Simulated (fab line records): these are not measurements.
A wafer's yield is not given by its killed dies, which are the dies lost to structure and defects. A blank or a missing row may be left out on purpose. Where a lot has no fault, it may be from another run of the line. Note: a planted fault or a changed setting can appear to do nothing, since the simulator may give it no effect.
Problem report in the 8D (eight disciplines) form, filled by code ; flow n5Finfet ; the parts of the form that need people (team, actions taken, sign-off) are left out

1. WHAT IS WRONG
spinSpeedRpm at N5_FIN_SAQP_COAT_10 reads a mean of 1604.9 rpm on 6 wafers of 2 lots; wafers without a fault read 1499.9 rpm with a standard deviation of 0.95. So: +99 or more standard deviations from the usual mean.
The step: resist thk 90 nm.
Seen first at day 6 22:07 on lithoTrack-05, wafer L834.1. The record holds 18 wafers of 6 lots with a number at this step. Rule for "out", or "out of limits": more than 4 standard deviations from the usual mean. The rest of the wafers with a number are treated as sound.

2. WHAT IT IS AND WHAT IT IS NOT
question;is;is not
which readings at this step;spinSpeedRpm;dispensePressureKPa
which lots;L834, L836;L817, L827, L832, L833
which wafers of those lots;all that have a number;-
read on which tools;lithoTrack-05;lithoTrack-03, lithoTrack-04
when;from day 6 22:07;up to then (12 sound wafers)

3. SUSPECTS, AND WHAT RULES EACH OUT
Counting: a tool at a process step up to the reading stays a suspect if it ran every lot that is out and no sound lot after the first of them.
- pecvd-01 at N5_FIN_SAQP_HM_DEP_72 (deposits SiO2 from SiH4/N2O, target thk 12 nm, time 7.2 s): kept. It ran every lot that is out, first L834 (day 6 22:02), and no sound lot after that; its last sound lot up to then is L833 (day 6 17:15).
- lithoTrack-05 at N5_FIN_SAQP_COAT_10 (resist thk 90 nm): kept. It ran every lot that is out, first L834 (day 6 22:07), and no sound lot after that; its last sound lot up to then is L817 (day 2 15:34). Out on those wafers are its own readings of spinSpeedRpm.
Left after counting: pecvd-01 at N5_FIN_SAQP_HM_DEP_72, lithoTrack-05 at N5_FIN_SAQP_COAT_10.

4. THE CAUSE (what the simulator had put in)
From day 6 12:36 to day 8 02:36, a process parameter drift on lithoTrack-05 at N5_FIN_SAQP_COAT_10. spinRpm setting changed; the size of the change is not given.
Counting leaves 2 suspects; this tool is one of them.

5. SEQUENCE OF EFFECTS, ordered by route
Rows list readings where the struck wafers' mean (over those with a number) sits beyond 3 standard deviations from the usual. Readings are gone through only where the record gives a usual standard deviation; hours: the median, over the lots, of the time from a lot's start at the first step in this table giving one to that lot's start at this step; sigmas: the change measured in usual standard deviations.
hours;step;reading;usual;on struck wafers;change;sigmas
0;N5_FIN_SAQP_COAT_10;spinSpeedRpm;1499.9 rpm;1604.9;+105.0;+99 or more
Here are the process steps it includes:
- N5_FIN_SAQP_COAT_10: resist thk 90 nm.
Later measuring or inspecting steps at which every struck wafer that the step has a row for has a number for every such reading, and none has moved that far: N5_FIN_SAQP_CD_MEAS_16, N5_FIN_SAQP_OVL_MEAS_17, N5_FIN_SAQP_INSPECT_18, N5_BEOL_M4_RC_MEAS_101.

6. HOW IT WOULD HAVE BEEN CAUGHT EARLIER
In this record no reading fell out of limits until day 6 22:07, 10 hours after the fault had begun at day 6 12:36.
